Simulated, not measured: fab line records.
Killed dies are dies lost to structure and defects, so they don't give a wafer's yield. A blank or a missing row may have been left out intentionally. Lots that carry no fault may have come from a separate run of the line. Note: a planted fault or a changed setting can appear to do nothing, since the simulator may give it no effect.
Matching of chambers + flow n5Finfet + N5_BEOL_M7_ETCH_61 on rieDiel-02: 4 sister chambers
The step etches SiARC in CF4, target depth 45.5 nm, time 75.8 s. 18 wafers are shown with their chamber, then 9 later ones without.

## WAFERS WITH THEIR CHAMBER
| wafer  | chamber | showerheadPlenumPTorr (Torr) | drypumpMotorCurrentA (A) | throttleValvePct (%) |
|--------|---------|------------------------------|--------------------------|----------------------|
| L075.1 | 0       | 2.12                         | 5.8                      | 15.88                |
| L075.2 | 3       | 2.09                         | 5.7                      | 15.54                |
| L075.6 | 1       | 2.12                         | 5.1                      | 15.69                |
| L074.3 | 2       | 2.26                         | 5.8                      | 15.48                |
| L074.5 | 3       | 2.09                         | 5.7                      | 15.53                |
| L074.6 | 0       | 2.12                         | 5.7                      | 15.87                |
| L076.4 | 3       | 2.09                         | 5.7                      | 15.54                |
| L076.5 | 0       | 2.12                         | 5.7                      | 15.88                |
| L076.6 | 1       | 2.12                         | 5.1                      | 15.71                |
| L082.1 | 3       | 2.09                         | 5.7                      | 15.57                |
| L082.3 | 1       | 2.11                         | 5.0                      | 15.73                |
| L082.4 | 2       | 2.25                         | 5.8                      | 15.51                |
| L088.1 | 3       | 2.09                         | 5.7                      | 15.58                |
| L088.5 | 1       | 2.11                         | 5.1                      | 15.74                |
| L088.6 | 2       | 2.25                         | 5.8                      | 15.53                |
| L092.1 | 0       | 2.11                         | 5.8                      | 15.93                |
| L092.4 | 3       | 2.08                         | 5.7                      | 15.58                |
| L092.6 | 3       | 2.08                         | 5.7                      | 15.59                |

SIGNATURES (averages over the wafers above)
| reading               | chamber 0 | chamber 1 | chamber 2 | chamber 3 | scatter within a chamber |
|-----------------------|-----------|-----------|-----------|-----------|--------------------------|
| showerheadPlenumPTorr | 2.1175    | 2.1150    | 2.2533    | 2.0871    | 0.00524                  |
| drypumpMotorCurrentA  | 5.750     | 5.075     | 5.800     | 5.700     | 0.0354                   |
| throttleValvePct      | 15.8900   | 15.7175   | 15.5067   | 15.5614   | 0.0245                   |
Rule: a wafer's distance from a chamber is the root of the sum, over the readings, of the square of ((its reading less the chamber's mean) divided by the reading's scatter). The wafer belongs to the nearest chamber; if the next one is less than 2 further off, it can't be placed. The scatter is the square root of a quotient: the sum, over the shown wafers, of each reading's squared deviation from its chamber's mean, divided by wafers minus chambers.

## WAFERS WITHOUT THEIR CHAMBER
| wafer  | showerheadPlenumPTorr (Torr) | drypumpMotorCurrentA (A) | throttleValvePct (%) |
|--------|------------------------------|--------------------------|----------------------|
| L091.1 | 2.11                         | 5.7                      | 15.95                |
| L091.2 | 2.25                         | 5.8                      | 15.55                |
| L091.3 | 2.11                         | 5.1                      | 15.77                |
| L095.3 | 2.25                         | 5.8                      | 15.57                |
| L095.5 | 2.08                         | 5.8                      | 15.61                |
| L095.6 | 2.25                         | 5.8                      | 15.55                |
| L096.1 | 2.10                         | 5.0                      | 15.76                |
| L096.2 | 2.11                         | 5.7                      | 15.98                |
| L096.4 | 2.11                         | 5.8                      | 15.98                |

## WHICH CHAMBER EACH ONE RAN IN
| wafer  | from the rows above | in truth |
|--------|---------------------|----------|
| L091.1 | 0                   | 0        |
| L091.2 | 2                   | 2        |
| L091.3 | 1                   | 1        |
| L095.3 | 2                   | 2        |
| L095.5 | 3                   | 3        |
| L095.6 | 2                   | 2        |
| L096.1 | 1                   | 1        |
| L096.2 | 0                   | 0        |
| L096.4 | 0                   | 0        |
Correctly placed: 9 of 9. Left unplaced by these rows: 0. 0 placed wrongly.
